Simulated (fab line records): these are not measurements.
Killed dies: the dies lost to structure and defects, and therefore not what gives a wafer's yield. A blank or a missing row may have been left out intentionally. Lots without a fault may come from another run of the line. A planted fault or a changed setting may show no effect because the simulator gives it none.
Lot-split experiment ; flow n5_finfet ; 21 wafers read across 7 lots, on a route 1938 steps long

## ABOUT THE SPLIT
At N5_BEOL_M8_COAT_59 (time 60 s, resist thk 100 nm), the setting spin_rpm was moved away from the recipe's 1500 rpm on 6 of the 21 wafers read, by -10.3% to +7.2%. All remaining wafers had this setting at the recipe value.

## FROM THE SPLIT TO THE READING: what the file shows between them, 4 steps
- N5_BEOL_M8_COAT_60: time 60 s, resist thk 35 nm
- N5_BEOL_M8_COAT_05: resist thk 90 nm
- N5_BEOL_M8_DESCUM_16: chemistry O2, time 7.9 s
- N5_BEOL_M8_ETCH_61: etches SiARC in CF4, target depth 45.5 nm, time 75.8 s

## THE READING
etch.depth_nm (the simulator's own value, which no gauge read), in nm, at N5_BEOL_M8_ETCH_62 (etches SOC in N2/H2, target depth 110 nm, overetch 22 nm, time 165 s). No usual value for it is given in the file. Average 100.22 nm, standard deviation 0.29 nm, over the 15 wafers here run with the recipe.

wafer;tool, chamber at the split;spin_rpm as run, rpm;against the recipe;etch.depth_nm, nm;against lot-mates on the recipe
L078.2;litho_track-04, 0;1500;recipe;100.7;-
L078.4;litho_track-04, 0;1500;recipe;100.5;-
L078.6;litho_track-04, 0;1500;recipe;100.4;-
L081.2;litho_track-05, 0;1500;recipe;100.1;-
L081.3;litho_track-05, 0;1500;recipe;100;-
L081.4;litho_track-05, 0;1500;recipe;99.94;-
L083.2;litho_track-03, 0;1500;recipe;99.64;-
L083.4;litho_track-03, 0;1432;-4.5%;102.1;+2.23
L083.5;litho_track-03, 0;1500;recipe;100.1;-
L085.1;litho_track-04, 0;1500;recipe;100.6;-
L085.2;litho_track-04, 0;1500;recipe;100.6;-
L085.3;litho_track-04, 0;1500;recipe;100.4;-
L089.1;litho_track-05, 0;1345;-10.3%;106.1;+6.00
L089.3;litho_track-05, 0;1345;-10.3%;105.9;+5.80
L089.5;litho_track-05, 0;1500;recipe;100.1;-
L092.1;litho_track-05, 0;1608;+7.2%;96.71;-3.17
L092.3;litho_track-05, 0;1608;+7.2%;96.61;-3.27
L092.6;litho_track-05, 0;1500;recipe;99.88;-
L095.3;litho_track-03, 0;1500;recipe;100.1;-
L095.5;litho_track-03, 0;1403;-6.5%;103.4;+3.25
L095.6;litho_track-03, 0;1500;recipe;100.2;-

FIT RESULTS
A straight line over all 21 wafers: etch.depth_nm changes by -0.526 nm for each +1% of spin_rpm; r = -0.99; the points scatter about the line by 0.32 nm.
The same after taking each lot's own level away (the mean of its wafers on the recipe; 21 wafers): -0.521 nm for each +1%; r = -0.99; scatter 0.25 nm.
According to that fit, moving spin_rpm by its largest amount changes the reading by 5.4 nm.
From 99.870 to 100.533 nm: that is the span of the lots' own levels, equal to 2.3 times the standard deviation above.
Consequently the slope shifts little with the lot-to-lot level, the two slopes agreeing.
Check: +5.26 nm against its lot-mates is what the line predicts for one of the wafers moved furthest among these (-10.3%) when that wafer is left out of the fit. Against them it came out at +6 nm.

## ADDITIONAL SPLITS CARRIED BY THESE WAFERS
Before the reading, these wafers also passed through other splits. Each is held against what the fit with the lots' levels taken away leaves over:
other split on the same wafers;wafers away from the commonest value;r with etch.depth_nm (lot level and that fit taken away)
N5_BEOL_M4_EXPOSE_25 dose_mj;7;+0.07
N5_BEOL_M5_COAT_05 spin_rpm;9;+0.26
N5_BEOL_M7_ILD_DEP_00 time_s;6;-0.32
N5_BEOL_M8_ILD_DEP_00 time_s;9;-0.32

## THE WHOLE CHAIN: every reading that the file lists as answering this split, in the file's order
step;what it does;reading;change (the file's fit);r (the file's)
N5_BEOL_M8_COAT_59;time 60 s, resist thk 100 nm;SOC_of_BEOL_M8_COAT_59.thk_nm (the simulator's own value, which no gauge read);-0.519 nm for each +1% of the setting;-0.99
N5_BEOL_M8_ETCH_62;etches SOC in N2/H2, target depth 110 nm, overetch 22 nm, time 165 s;etch.depth_nm (the simulator's own value, which no gauge read);-0.522 nm for each +1% of the setting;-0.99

## THE FILE'S OWN FIT
etch.depth_nm changes by -0.522 nm for each +1% of spin_rpm, r = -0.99.
